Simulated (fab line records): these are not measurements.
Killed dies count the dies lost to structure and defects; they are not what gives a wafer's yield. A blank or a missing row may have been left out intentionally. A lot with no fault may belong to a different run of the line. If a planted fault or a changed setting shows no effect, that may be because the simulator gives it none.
Comparing a struck lot with a sound one || flow nandHarc || 15 out of 1302 route steps
Sound: wafers L447.1, L447.2, L447.4. Struck: wafer L444.2; the same lot's L444.1 was not struck, so it is left out; see the end for the cause.
At each step with rows: each side's tool, then ch and its chambers, then its first start. Under that, the readings that differ: sound wafers || struck wafers || difference of the means || sigmas: that difference in standard deviations of wafers without a fault.
alike: words and numbers the same on both sides, and readings whose means are apart by under 2 such deviations; not compared: readings that were withheld, readings missing a value for some wafer, numbers with overlapping values and no deviation given by the record, and bounds like >300 which may hide the same value.
Wherever a step has rows on one side only, a row that says differs or no value, or a row with sigmas, the two part there. When numbers do not overlap yet have no deviation, they are printed without sigmas and do not part them. Lack of a reading on every wafer of one side parts them only where that side has two or more wafers.

first, 8 steps without rows for these wafers: NHARC_THIN_TSV_DEHYDRATE_25 (time 120 s); NHARC_THIN_TSV_HMDS_26 (time 30 s); NHARC_THIN_TSV_COAT_27; NHARC_THIN_TSV_SOFTBAKE_28 (time 95 s); NHARC_THIN_TSV_EBR_29; NHARC_THIN_TSV_EXPOSE_30 (exposes mask PAD); NHARC_THIN_TSV_PEB_31 (peb time 85 s); NHARC_THIN_TSV_DEVELOP_32 (time 70 s).
NHARC_THIN_TSV_CD_MEAS_33 targets a cd of 5000 nm.
  sound on cdSem-01 ch 0, day 33 16:34; struck on cdSem-01 ch 0, day 31 20:04
  alike: cdNm
then, 1 step without rows for these wafers: NHARC_THIN_TSV_HARDBAKE_34 (time 80 s).
NHARC_THIN_TSV_DESCUM_35: chemistry O2, time 3 s.
  sound on rieDiel-03 ch 0,1,2, day 33 16:43; struck on rieDiel-05 ch 3, day 31 20:13
  alike: drypumpMotorCurrentA, oesProductAu, rfVppV, showerheadPlenumPTorr, throttleValvePct
  not compared: rfHoursCounterH
NHARC_THIN_TSV_ETCH_59: etches the open film in Cl2/BCl3, target depth 880 nm, time 138.1 s.
  sound on rieMetal-02 ch 0,1, day 33 16:52; struck on rieMetal-03 ch 1, day 31 20:21
  alike: drypumpMotorCurrentA, oesProductAu, runLengthS, throttleValvePct
  not compared: rfHoursCounterH
NHARC_THIN_TSV_ETCH_36: etches the open film in Cl2/BCl3, target depth 65 nm, time 18.571 s.
  sound on rieMetal-02 ch 0,1, day 33 17:07; struck on rieMetal-03 ch 1, day 31 20:37
{"reading": "runLengthS (s)", "sound": "39.8 39.6 39.4", "struck": 34.2, "difference": -5.4, "sigmas": -14}
  alike: drypumpMotorCurrentA, oesProductAu
  not compared: rfHoursCounterH
NHARC_THIN_TSV_STRIP_56: strips in O2.
  sound on plasmaAsher-02 ch 0,1, day 33 17:13; struck on plasmaAsher-01 ch 0, day 31 20:43
{"reading": "drypumpMotorCurrentA (A)", "sound": "5.3 5.5 5.5", "struck": 6.2, "difference": "+0.8", "sigmas": "+2"}
  alike: heaterPowerW
  not compared: rfHoursCounterH
NHARC_END_SORT_01:
  sound on prober-01 ch 0, day 34 04:37; struck on prober-01 ch 0, day 32 07:16
  alike: defectLimitedYield, killedAtArray, killedAtOther, killedAtPeriphery, killedDies, killedOpen, killedShort

WHERE THEY PART
At NHARC_THIN_TSV_ETCH_36 first; at NHARC_THIN_TSV_STRIP_56 last (within this record only). Later steps at which nothing parts them and some readings are alike: NHARC_END_SORT_01.

WHY: the cause the simulator had injected
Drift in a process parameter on rieMetal-03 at NHARC_THIN_TSV_ETCH_36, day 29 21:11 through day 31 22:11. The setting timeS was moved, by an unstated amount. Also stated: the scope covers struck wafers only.
